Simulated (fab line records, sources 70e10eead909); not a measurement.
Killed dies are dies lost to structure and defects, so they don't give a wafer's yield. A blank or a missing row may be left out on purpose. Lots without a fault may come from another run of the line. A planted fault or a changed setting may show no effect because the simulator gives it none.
Chamber matching | flow nand_harc | NHARC_A_SLIT_DEP_23 on pecvd-03: 3 sister chambers
The step deposits SiON, target thk 100 nm. 16 wafers are shown with their chamber, then 7 later ones without.

WAFERS WITH THEIR CHAMBER
wafer  | chamber | heater_power_w (W) | heater_power_outer_w (W)
L885.1 | 1       | 693                | 460
L885.3 | 0       | 819                | 469
L885.6 | 0       | 821                | 491
L886.3 | 1       | 666                | 443
L886.5 | 0       | 782                | 443
L886.6 | 1       | 681                | 464
L889.1 | 2       | 561                | 305
L889.4 | 2       | 558                | 316
L889.6 | 1       | 660                | 436
L890.1 | 1       | 654                | 442
L890.4 | 0       | 823                | 472
L890.6 | 2       | 571                | 325
L891.1 | 0       | 786                | 446
L891.2 | 1       | 589                | 385
L891.6 | 0       | 768                | 462
L895.1 | 2       | 596                | 338

SIGNATURES (means of the wafers above)
reading              | chamber 0 | chamber 1 | chamber 2 | scatter within a chamber
heater_power_w       | 799.83    | 657.17    | 571.50    | 28.2
heater_power_outer_w | 463.83    | 438.33    | 321.00    | 21.8
Rule: a wafer's distance from a chamber is the root of the sum, over the readings, of the square of ((its reading less the chamber's mean) divided by the reading's scatter). The wafer belongs to the nearest chamber; if the next one is less than 2 further off, it can't be placed. The scatter: the root of (the sum of the squares of (reading less its chamber's mean) over the shown wafers, divided by (wafers less chambers)).

WAFERS WITHOUT THEIR CHAMBER
wafer  | heater_power_w (W) | heater_power_outer_w (W)
L895.5 | 581                | 358
L900.3 | 723                | 418
L900.4 | 751                | 420
L900.6 | 706                | 474
L908.1 | 620                | 376
L908.5 | 639                | 369
L908.6 | 798                | 489

WHICH CHAMBER EACH WENT THROUGH
wafer  | from the rows above     | in truth
L895.5 | 2                       | 2
L900.3 | can't be placed: 1 or 0 | 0
L900.4 | can't be placed: 0 or 1 | 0
L900.6 | can't be placed: 1 or 0 | 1
L908.1 | can't be placed: 2 or 1 | 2
L908.5 | can't be placed: 1 or 2 | 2
L908.6 | 0                       | 0
Placed correctly: 2 of 7. Can't be placed from these rows: 5 (the true chamber is among the candidates in 5). Placed wrongly: 0.
